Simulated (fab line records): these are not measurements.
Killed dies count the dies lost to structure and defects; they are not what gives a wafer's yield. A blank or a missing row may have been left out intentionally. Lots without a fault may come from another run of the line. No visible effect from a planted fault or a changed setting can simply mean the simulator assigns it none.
A lot that was struck, set against a sound lot | flow nand-harc | 13 out of 1302 route steps
Sound: the wafers L873.2, L873.5, L873.6. Struck: wafers L869.1, L869.5. (L869.6 of the same lot was not struck and is left out.) The cause comes at the end.
Per side, at each step with rows, come the tool, then ch with its chambers, and then its first start. Under that, the readings that differ: sound wafers | struck wafers | difference of the means | sigmas: that difference in standard deviations of wafers without a fault.
alike: readings whose means differ by less than 2 such deviations, and words and numbers that are the same on both sides. not compared: withheld readings, readings that some wafer has no value for, bounds like >300 that may hide the same value, and numbers for which the record gives no deviation and whose values overlap.
The two part at a step that has a row with sigmas, a row that says differs or no value, or rows on one side only. When numbers do not overlap yet have no deviation, they are printed without sigmas and do not part them. Lack of a reading on every wafer of one side parts them only where that side has two or more wafers.

NHARC_A_SOURCE_PLATE_THK_MEAS_09: measures by ellipsometry.
  struck on film-metro-02, day 12 08:22; sound on film-metro-01, day 14 08:59
  alike: thk-nm
then, 3 steps without rows for these wafers: NHARC_A_SOURCE_PLATE_PVD_04 (deposits WSi2, target thk 50 nm); NHARC_A_SOURCE_PLATE_CVD_03 (deposits poly-Si, target thk 200 nm, time 4000 s); NHARC_A_SOURCE_PLATE_ANNEAL_05 (time 1800 s).
NHARC_A_SOURCE_PLATE_THK_MEAS_06: measures by ellipsometry.
  struck on film-metro-01, day 12 21:10; sound on film-metro-01, day 14 21:27
  alike: thk-nm
NHARC_A_SOURCE_PLATE_INSPECT_08:
  struck on defect-inspect-01, day 12 21:13; sound on defect-inspect-01, day 14 21:32
  alike: raw-defect-count
then NHARC_A_ONON_D1_DEP_00 (target thk 1000 nm), 1 step lacking rows for these wafers.
NHARC_A_ONON_D1_THK_MEAS_02: measures by ellipsometry.
  struck on film-metro-02, day 12 21:48; sound on film-metro-01, day 14 22:07
  alike: thk-nm
then NHARC_A_ONON_D1_DEP_03 (target thk 1000 nm), 1 step lacking rows for these wafers.
NHARC_A_ONON_D1_THK_MEAS_05: measures by ellipsometry.
  struck on film-metro-02, day 12 22:22; sound on film-metro-02, day 14 22:41
  alike: thk-nm
NHARC_A_ONON_D1_DEP_06: target thk 1000 nm.
  sound on pecvd-onon-03 ch 0, day 14 22:47; struck on pecvd-onon-04 ch 0, day 12 22:26
  alike: nh3-flow-sccm
NHARC_A_ONON_D1_THK_MEAS_08: measures by ellipsometry.
  struck on film-metro-01, day 12 22:56; sound on film-metro-02, day 14 23:15
  reading     | sound       | struck  | difference | sigmas
  thk-nm (nm) | 995 996 994 | 753 751 | -243       | -38
then NHARC_A_ONON_D1_DEP_09 (target thk 1000 nm), 1 step lacking rows for these wafers.

WHERE THEY PART
Within this record, at NHARC_A_ONON_D1_THK_MEAS_08 only.

WHY: the cause the simulator had injected
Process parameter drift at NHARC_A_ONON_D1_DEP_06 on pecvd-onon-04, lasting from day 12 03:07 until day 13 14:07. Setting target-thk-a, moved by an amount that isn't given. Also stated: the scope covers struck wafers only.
